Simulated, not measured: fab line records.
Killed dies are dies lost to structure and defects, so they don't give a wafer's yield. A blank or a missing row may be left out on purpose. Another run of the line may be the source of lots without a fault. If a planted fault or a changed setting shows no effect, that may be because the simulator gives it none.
Matching of chambers :: flow n5Finfet :: N5_FIN_SAQP_MANDREL2_REMOVE_60 on rieSi-01 has 4 sister chambers
The step chemistry HBr/Cl2/O2, target a-Si, stops on SiNx, bt time 10 s. 4 wafers are shown with their chamber, then 10 later ones without.

## WAFERS WITH THEIR CHAMBER
wafer: L082.1
chamber: 3
throttleValvePct (%): 37.8

wafer: L089.5
chamber: 1
throttleValvePct (%): 36.7

wafer: L089.6
chamber: 0
throttleValvePct (%): 37.2

wafer: L093.5
chamber: 2
throttleValvePct (%): 36.7

## WAFERS WITH NO CHAMBER GIVEN
wafer: L093.6
throttleValvePct (%): 36.7

wafer: L095.3
throttleValvePct (%): 36.7

wafer: L095.4
throttleValvePct (%): 37.2

wafer: L095.5
throttleValvePct (%): 36.7

wafer: L096.3
throttleValvePct (%): 37.8

wafer: L096.5
throttleValvePct (%): 37.8

wafer: L096.6
throttleValvePct (%): 37.2

wafer: L097.1
throttleValvePct (%): 36.7

wafer: L097.2
throttleValvePct (%): 37.2

wafer: L097.6
throttleValvePct (%): 36.8

## WHICH CHAMBER EACH ONE RAN IN
wafer: L093.6
from the rows above: can't be placed: 1 or 2
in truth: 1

wafer: L095.3
from the rows above: can't be placed: 1 or 2
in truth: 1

wafer: L095.4
from the rows above: 0
in truth: 0

wafer: L095.5
from the rows above: can't be placed: 1 or 2
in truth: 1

wafer: L096.3
from the rows above: 3
in truth: 3

wafer: L096.5
from the rows above: 3
in truth: 3

wafer: L096.6
from the rows above: 0
in truth: 0

wafer: L097.1
from the rows above: can't be placed: 1 or 2
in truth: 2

wafer: L097.2
from the rows above: 0
in truth: 0

wafer: L097.6
from the rows above: can't be placed: 1 or 2
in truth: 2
Correct placement for 5 of the 10. Cannot be placed on the basis of these rows: 5; the candidates contain the true chamber in 5. 0 placed wrongly.
How it was worked out, from the rows above alone: a wafer's distance from a chamber is the root of the sum, over the readings, of the square of ((its reading less the chamber's mean) divided by the reading's scatter). If the next closest chamber is less than 2 further off than the closest, the wafer can't be placed; otherwise it belongs to the closest. The mean given for a chamber averages the wafers shown for that chamber. The scatter (one wafer shown for each chamber): square how far every hidden wafer sits from the nearest shown wafer, average those squares and take the square root.
